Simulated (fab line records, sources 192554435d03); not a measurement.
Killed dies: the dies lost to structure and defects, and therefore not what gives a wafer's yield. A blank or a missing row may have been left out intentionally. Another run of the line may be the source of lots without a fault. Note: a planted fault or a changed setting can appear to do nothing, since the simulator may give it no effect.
Problem report in the 8D (eight disciplines) form, filled by code -- flow n5-finfet -- the parts of the form that need people (team, actions taken, sign-off) are left out

== 1. WHAT IS WRONG ==
At N5_FIN_SAQP_HM_OPEN_33, etch-rf-on-time-s averages 44.1 s over 3 wafers from 2 lots, while fault-free wafers read 69.6 s, standard deviation 1.5. That is -17 standard deviations from the usual mean.
The step: chemistry CH3F/O2, target SiNx, target depth 49.4 nm, time 70.6 s.
First observed at day 6 13:49: wafer L962.4, on rie-diel-03. The record has a number at this step for 30 wafers belonging to 10 lots. By rule, "out" or "out of limits" means more than 4 standard deviations away from the usual mean. The other wafers with a number count as sound.

== 2. WHAT THIS IS AND IS NOT ==
question,is,is not
which readings at this step,etch-rf-on-time-s,"bias-w, drypump-motor-current-A, mfc-ar-sccm, rf-vpp-V, showerhead-plenum-p-Torr"
which lots,"L962, L963","L946, L947, L949, L952, L955, L956, L961, L964"
which wafers of those lots,"L962.4, L963.1, L963.4","L962.2, L962.6, L963.6"
read on which tools,rie-diel-03,"rie-diel-04, rie-diel-05"
when,from day 6 13:49,"up to then (23 sound wafers); but 4 sound wafers of L963, L964 came after"

== 3. THE SUSPECTS, EACH WITH WHAT RULES IT OUT ==
Counting: any tool at a process step up to the reading remains a suspect provided it ran every lot that is out. Sound lots after the first of them don't rule it out here, since some wafers of a struck lot are sound.
- rie-diel-03 at N5_FIN_SAQP_HM_OPEN_33 (chemistry CH3F/O2, target SiNx, target depth 49.4 nm, time 70.6 s): kept. It ran every lot that is out, first L962 (day 6 13:49); its last sound lot up to then is L956 (day 5 06:49). Out on those wafers are its own readings of etch-rf-on-time-s.
After counting, what remains is rie-diel-03 at N5_FIN_SAQP_HM_OPEN_33.

== 4. THE CAUSE (what the simulator had put in) ==
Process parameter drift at N5_FIN_SAQP_HM_OPEN_33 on rie-diel-03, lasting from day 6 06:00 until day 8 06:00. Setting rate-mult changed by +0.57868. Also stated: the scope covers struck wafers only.
After counting, this tool was the only one left.

== 5. SEQUENCE OF EFFECTS, ordered by route ==
Each row: a reading where the mean over the struck wafers with a number is more than 3 standard deviations away from the usual. Only readings whose record carries a usual standard deviation are examined. hours: median over the lots of the time between each lot's start at the first step of this table that gives one and its start at this step. sigmas: the change, counted in usual standard deviations.
hours,step,reading,usual,on struck wafers,change,sigmas
0,N5_FIN_SAQP_HM_OPEN_33,etch-rf-on-time-s,69.6 s,44.1,-25.5,-17
0,N5_FIN_SAQP_HM_OPEN_33,oes-product-au,0.66 a.u.,0.89,+0.23,+3.3
Here are the process steps it includes:
- N5_FIN_SAQP_HM_OPEN_33: chemistry CH3F/O2, target SiNx, target depth 49.4 nm, time 70.6 s.

== 6. HOW IT WOULD HAVE BEEN CAUGHT EARLIER ==
The fault began at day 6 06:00; the first out-of-limits reading in this record came at day 6 13:49, 8 hours later.
